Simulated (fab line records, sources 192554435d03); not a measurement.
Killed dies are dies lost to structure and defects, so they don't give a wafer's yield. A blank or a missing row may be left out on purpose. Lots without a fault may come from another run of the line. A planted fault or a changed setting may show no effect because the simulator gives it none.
Chamber matching | flow n5_finfet | N5_BEOL_M8_DEP_56 on pecvd-04: 3 sister chambers
The step deposits SiCN from 3MS/NH3, target thk 10 nm, time 17.5 s. 3 wafers are shown with their chamber, then 8 later ones without.

WAFERS WITH THEIR CHAMBER
wafer  | chamber | showerhead_plenum_p_Torr (Torr)
L084.5 | 1       | 3.687
L089.6 | 0       | 3.657
L091.1 | 2       | 3.674

WAFERS WITHOUT THEIR CHAMBER
wafer  | showerhead_plenum_p_Torr (Torr)
L091.2 | 3.658
L091.3 | 3.682
L091.4 | 3.663
L091.5 | 3.667
L091.6 | 3.690
L095.2 | 3.663
L095.5 | 3.660
L095.6 | 3.664

WHICH CHAMBER EACH WENT THROUGH
wafer  | from the rows above     | in truth
L091.2 | 0                       | 0
L091.3 | can't be placed: 1 or 2 | 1
L091.4 | can't be placed: 0 or 2 | 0
L091.5 | can't be placed: 2 or 0 | 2
L091.6 | 1                       | 1
L095.2 | can't be placed: 0 or 2 | 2
L095.5 | 0                       | 0
L095.6 | can't be placed: 0 or 2 | 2
Placed correctly: 3 of 8. Can't be placed from these rows: 5 (the true chamber is among the candidates in 5). Placed wrongly: 0.
How it was worked out, from the rows above alone: a wafer's distance from a chamber is the root of the sum, over the readings, of the square of ((its reading less the chamber's mean) divided by the reading's scatter). The wafer belongs to the nearest chamber; if the next one is less than 2 further off, it can't be placed. A chamber's mean is the mean of its shown wafers. The scatter: with one shown wafer a chamber, the root of the mean of the squares of how far each hidden wafer lies from its nearest shown one.
